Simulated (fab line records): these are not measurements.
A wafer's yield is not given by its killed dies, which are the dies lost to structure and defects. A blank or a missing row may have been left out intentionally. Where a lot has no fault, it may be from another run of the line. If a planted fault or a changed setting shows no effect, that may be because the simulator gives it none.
One fault through the eyes of 3 desks ; flow n5_finfet ; each desk has only its own numbers; what lay behind them comes last

THE METROLOGY DESK
Lot by lot, what the gauges showed, no matter which tool ran the lot: averages of those sampled wafers that carry a number. If a lot's mean is further than 4 standard deviations from the usual mean, the lot is out of limits and carries the mark OUT (the distance appears in the brackets).
Columns: A = cd_nm at N5_BEOL_M10_CD_MEAS_11, usual 64.2 nm; B = M10_OVL at N5_BEOL_M10_OVL_MEAS_12, usual -0.4 nm
lot;first seen here;A;B
L142;day 10 00:59;63.9;-0.9
L141;day 10 01:35;64.3;-0.7
L148;day 12 03:50;63.7;-0.7
L150;day 12 11:46;64.4;0.0
L154;day 13 14:22;64.5;-1.1
L159;day 15 00:56;64.4;-0.1
This desk's finding: nothing out of limits on any of the 6 lots.

THE DEFECT DESK
Lot by lot, what the route's inspections counted, given as the mean of those sampled wafers with a number. If a lot's mean is further than 4 standard deviations from the usual mean, the lot is out of limits and carries the mark OUT (the distance appears in the brackets).
Columns: A = raw_defect_count at N5_BEOL_M10_INSPECT_13, usual 408
lot;first seen here;A
L142;day 10 01:02;423
L141;day 10 01:38;398
L148;day 12 03:53;453
L150;day 12 11:49;357
L154;day 13 14:26;431
L159;day 15 00:59;538
This desk's finding: nothing out of limits on any of the 6 lots.

THE TOOL OWNER'S DESK: rie_metal-01
The tool's own readings at N5_BEOL_M10_HM_OPEN_17 (chemistry Cl2/BCl3, target TiN, target depth 20 nm, overetch 6 nm): means of the sampled wafers that have a number, for each lot that ran on this tool. If a lot's mean is further than 4 standard deviations from the usual mean, the lot is out of limits and carries the mark OUT (the distance appears in the brackets).
Columns: A = bias_w at N5_BEOL_M10_HM_OPEN_17, usual 126.0 W; B = drypump_motor_current_A at N5_BEOL_M10_HM_OPEN_17, usual 5.9 A; C = oes_product_au at N5_BEOL_M10_HM_OPEN_17, usual 0.69 a.u.; D = throttle_valve_pct at N5_BEOL_M10_HM_OPEN_17, usual 22.17 %
lot;first seen here;A;B;C;D
L142;day 10 01:24;126.1;6.3;0.70;22.04
L148;day 12 04:29;126.2;6.3;0.69;22.02
L150;day 12 12:09;126.2;6.3;0.64;22.01
This desk's finding: nothing out of limits on any of the 3 lots.

BROUGHT TOGETHER
From the metrology desk's view, nothing was out of limits.
Nothing the defect desk looked at was out of limits.
Nothing out of limits was seen by the tool owner's desk.

WHAT WAS PUT IN BY THE SIMULATOR
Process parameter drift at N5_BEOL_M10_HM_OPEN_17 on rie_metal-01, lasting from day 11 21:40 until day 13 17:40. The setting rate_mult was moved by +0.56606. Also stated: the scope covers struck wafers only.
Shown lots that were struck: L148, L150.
